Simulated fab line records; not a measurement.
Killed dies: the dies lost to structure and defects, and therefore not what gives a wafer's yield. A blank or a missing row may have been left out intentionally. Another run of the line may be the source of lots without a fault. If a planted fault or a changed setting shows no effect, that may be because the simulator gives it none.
Which tool was responsible? -- flow n5_finfet -- 45 wafers sampled from 15 lots at 1 step of a route of 1938

## WHAT THE GAUGES READ, wafer by wafer
N5_STI_FIN_REVEAL_THK_MEAS_05. Usual: 132.1 nm for thk_nm, sd 1.3.
lot,measured,on,thk_nm (nm),flag
L739,day 2 11:34,film_metro-02,132.4 129.3 129.2,
L741,day 3 01:11,film_metro-01,131.1 134.5 134.1,
L742,day 3 04:33,film_metro-02,130.5 131.7 133.5,
L743,day 3 10:46,film_metro-02,133.9 132.7 133.8,
L745,day 3 21:04,film_metro-02,131.5 130.6 132.0,
L746,day 4 04:13,film_metro-02,131.8 130.7 131.8,
L747,day 4 09:22,film_metro-01,130.2 132.4 131.3,
L751,day 5 11:52,film_metro-01,130.8 133.3 129.8,
L752,day 5 20:15,film_metro-02,131.1 132.4 132.1,
L753,day 5 22:56,film_metro-01,131.2 131.3 133.2,
L754,day 6 05:02,film_metro-01,132.5 130.8 133.1,
L758,day 7 05:09,film_metro-02,132.1 132.1 131.2,
L759,day 7 11:42,film_metro-01,133.4 132.4 130.8,
L760,day 7 17:27,film_metro-02,131.3 131.0 129.7,
L762,day 8 04:23,film_metro-01,130.6 134.0 133.9,

## EACH LOT AND THE TOOL THAT RAN IT (in order: tool; ch and the chambers of the sampled wafers; start)
Before these readings, the record contains no process step.

## AS READ BY THE TOOLS THEMSELVES (means over the sampled wafers that have a number; for cases with no such wafer, the mark the record gives instead)
The record holds no such reading with a usual standard deviation.

## THE ANSWER, worked out from the rows above alone
Rule: a lot is off if the mean of its wafers that have a number lies more than 3 standard deviations from the usual mean. Also off: a lot with no number at a reading for which 4 or more lots have one. Any other lot the step has rows for is counted as sound. Order of review: gauges by route order, followed by the tools' own readings, for which a lot's mean as printed above is used. At the first step where some lot is off, the reading lying furthest off is the one used; lots without a number count as furthest.
No lot is off on any of the readings shown, so nothing can be concluded from this.

## WHAT THE SIMULATOR HAD INSERTED
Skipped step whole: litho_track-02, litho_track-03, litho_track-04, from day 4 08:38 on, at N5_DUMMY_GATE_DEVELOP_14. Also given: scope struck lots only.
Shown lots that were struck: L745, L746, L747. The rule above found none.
